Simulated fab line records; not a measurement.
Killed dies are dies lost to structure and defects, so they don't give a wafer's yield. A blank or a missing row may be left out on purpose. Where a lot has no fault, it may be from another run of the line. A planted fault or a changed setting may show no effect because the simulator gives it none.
Matching of chambers | flow nand_harc | NHARC_A_CONTACT_ETCH_90 on rie_diel-05 has 4 sister chambers
The step etches the open film in CH3F/O2, target depth 40 nm, time 85.7 s. 8 wafers are shown with their chamber, then 8 later ones without.

## WAFERS PAIRED WITH THEIR CHAMBERS
wafer  | chamber | showerhead_plenum_p_Torr (Torr) | rf_vpp_V (V)
L082.2 | 2       | 2.62                            | 244.9
L082.6 | 3       | 2.47                            | 244.6
L084.4 | 0       | 2.49                            | 245.0
L084.5 | 3       | 2.47                            | 244.3
L084.6 | 2       | 2.61                            | 246.7
L092.4 | 0       | 2.48                            | 244.5
L092.5 | 1       | 2.31                            | 241.3
L093.1 | 1       | 2.31                            | 243.4

## WAFERS WITH NO CHAMBER GIVEN
wafer  | showerhead_plenum_p_Torr (Torr) | rf_vpp_V (V)
L093.4 | 2.60                            | 246.3
L093.5 | 2.31                            | 242.7
L095.2 | 2.60                            | 246.2
L095.3 | 2.48                            | 244.7
L095.6 | 2.48                            | 244.3
L096.1 | 2.47                            | 244.1
L096.5 | 2.45                            | 244.5
L096.6 | 2.60                            | 246.2

## WHICH CHAMBER EACH WENT THROUGH
wafer  | from the rows above     | in truth
L093.4 | 2                       | 2
L093.5 | 1                       | 1
L095.2 | 2                       | 2
L095.3 | can't be placed: 0 or 3 | 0
L095.6 | can't be placed: 0 or 3 | 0
L096.1 | 3                       | 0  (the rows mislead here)
L096.5 | 3                       | 3
L096.6 | 2                       | 2
5 of 8 placed correctly. From these rows, 2 cannot be placed; in 2 the true chamber is one of the candidates. Number placed wrongly: 1.
How it was worked out, from the rows above alone: a wafer's distance from a chamber is the root of the sum, over the readings, of the square of ((its reading less the chamber's mean) divided by the reading's scatter). The wafer belongs to the nearest chamber; if the next one is less than 2 further off, it can't be placed. For every chamber, the mean is computed from those of its wafers that are shown. The scatter: take each reading less its chamber's mean, square it, sum over the shown wafers, divide by the number of wafers less the number of chambers, and take the root.
